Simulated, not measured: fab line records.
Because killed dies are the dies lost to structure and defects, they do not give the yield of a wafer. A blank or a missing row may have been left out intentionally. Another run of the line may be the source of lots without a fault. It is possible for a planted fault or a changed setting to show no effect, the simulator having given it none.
Shared-tool check + flow nand harc + 11 lots and 33 wafers in the sample

WHY IT WAS OPENED
On 2 of the 11 lots, a flag is raised at NHARC_A_CHANNEL_HOLE_D1_INSPECT_12 on the reading raw defect count. Fault-free wafers read 5.4, with a standard deviation of 2.6.
Rule: a lot is flagged in two cases, either no wafer of it has a number, or all its wafers with numbers fall more than 4 standard deviations from that mean. The rest of the lots are taken to be sound.

| lot  | measured     | on                | raw defect count, wafer by wafer | flag    |
|------|--------------|-------------------|----------------------------------|---------|
| L647 | day 7 16:14  | defect inspect-01 | 5 9 7                            |         |
| L649 | day 8 13:39  | defect inspect-01 | 9 2 5                            |         |
| L651 | day 9 02:58  | defect inspect-01 | 3 4 5                            |         |
| L652 | day 9 20:20  | defect inspect-01 | 6 9 2                            |         |
| L657 | day 11 09:50 | defect inspect-02 | 1296 1313 1327                   | FLAGGED |
| L659 | day 12 03:01 | defect inspect-01 | 4 8 5                            |         |
| L658 | day 12 03:46 | defect inspect-02 | 1334 1292 1336                   | FLAGGED |
| L665 | day 15 04:37 | defect inspect-02 | 1 4 5                            |         |
| L666 | day 15 04:50 | defect inspect-01 | 3 5 5                            |         |
| L669 | day 16 14:49 | defect inspect-01 | 6 4 2                            |         |
| L670 | day 16 19:27 | defect inspect-01 | 2 8 4                            |         |
On average the flagged lots read 1316.3, which is +1310.9 against the usual, or +99 or more standard deviations.

WHICH TOOL EACH LOT WENT THROUGH
2 process steps preceding the reading are held in the record, out of 1302 steps in the route. Cell contents, in order: the tool; ch with the chambers the sampled wafers went through; the start.
| lot  | flag    | NHARC_A_ONON_D1_DEP_33          | NHARC_A_CHANNEL_HOLE_D1_DEP_00 |
|------|---------|---------------------------------|--------------------------------|
| L647 |         | pecvd-04 ch 0,2, day 7 11:01    | acl dep-01 ch 0, day 7 14:05   |
| L649 |         | pecvd-04 ch 0,1, day 8 04:34    | acl dep-03 ch 0, day 8 10:50   |
| L651 |         | pecvd-03 ch 0,1,2, day 8 23:34  | acl dep-03 ch 0, day 9 00:08   |
| L652 |         | pecvd-04 ch 1,2, day 9 14:34    | acl dep-03 ch 0, day 9 17:41   |
| L657 | FLAGGED | pecvd-02 ch 0,1,2, day 11 04:14 | acl dep-03 ch 0, day 11 07:14  |
| L659 |         | pecvd-02 ch 0,2, day 11 23:28   | acl dep-02 ch 0, day 12 00:15  |
| L658 | FLAGGED | pecvd-03 ch 1,2, day 11 23:26   | acl dep-03 ch 0, day 12 01:17  |
| L665 |         | pecvd-04 ch 1,2, day 15 01:26   | acl dep-01 ch 0, day 15 01:58  |
| L666 |         | pecvd-03 ch 0,2, day 15 01:31   | acl dep-03 ch 0, day 15 02:17  |
| L669 |         | pecvd-04 ch 0,2, day 16 10:53   | acl dep-02 ch 0, day 16 12:11  |
| L670 |         | pecvd-04 ch 0,1,2, day 16 15:30 | acl dep-03 ch 0, day 16 16:40  |
What is done by these steps:
- NHARC_A_ONON_D1_DEP_33: deposits SiO2, target thk 200 nm.
- NHARC_A_CHANNEL_HOLE_D1_DEP_00: deposits aC, target thk 3100 nm.
- NHARC_A_CHANNEL_HOLE_D1_INSPECT_12

FLAGGED OVER TOTAL, TOOL BY TOOL (the gauges that took the reading come last)
| step                               | tool              | lots run | flagged | share of the flagged lots | sound lots run after its first flagged lot |
|------------------------------------|-------------------|----------|---------|---------------------------|--------------------------------------------|
| NHARC_A_ONON_D1_DEP_33             | pecvd-02          | 2        | 1       | some                      | 1 (L659)                                   |
| NHARC_A_ONON_D1_DEP_33             | pecvd-03          | 3        | 1       | some                      | 1 (L666)                                   |
| NHARC_A_ONON_D1_DEP_33             | pecvd-04          | 6        | 0       | none                      | -                                          |
| NHARC_A_CHANNEL_HOLE_D1_DEP_00     | acl dep-01        | 2        | 0       | none                      | -                                          |
| NHARC_A_CHANNEL_HOLE_D1_DEP_00     | acl dep-02        | 2        | 0       | none                      | -                                          |
| NHARC_A_CHANNEL_HOLE_D1_DEP_00     | acl dep-03        | 7        | 2       | all                       | 2 (L666,L670)                              |
| NHARC_A_CHANNEL_HOLE_D1_INSPECT_12 | defect inspect-01 | 8        | 0       | none                      | -                                          |
| NHARC_A_CHANNEL_HOLE_D1_INSPECT_12 | defect inspect-02 | 3        | 2       | all                       | 1 (L665)                                   |

WHAT IS ALLOWED BY THE TABLE
acl dep-03 at NHARC_A_CHANNEL_HOLE_D1_DEP_00 and defect inspect-02 at NHARC_A_CHANNEL_HOLE_D1_INSPECT_12 are the 2 rows of the table that ran each flagged lot.
- acl dep-03 at NHARC_A_CHANNEL_HOLE_D1_DEP_00 ran 7 lots, 2 of them flagged. Sound lots ran on it after the first flagged one (L666, L670), which a lasting fault on the whole tool wouldn't allow.
- defect inspect-02 at NHARC_A_CHANNEL_HOLE_D1_INSPECT_12 ran 3 lots, 2 of them flagged. Sound lots ran on it after the first flagged one (L665), which a lasting fault on the whole tool wouldn't allow.
Not one row of the table ran every flagged lot while running no sound lot after the first.

WHAT THE SIMULATOR HAD INSERTED
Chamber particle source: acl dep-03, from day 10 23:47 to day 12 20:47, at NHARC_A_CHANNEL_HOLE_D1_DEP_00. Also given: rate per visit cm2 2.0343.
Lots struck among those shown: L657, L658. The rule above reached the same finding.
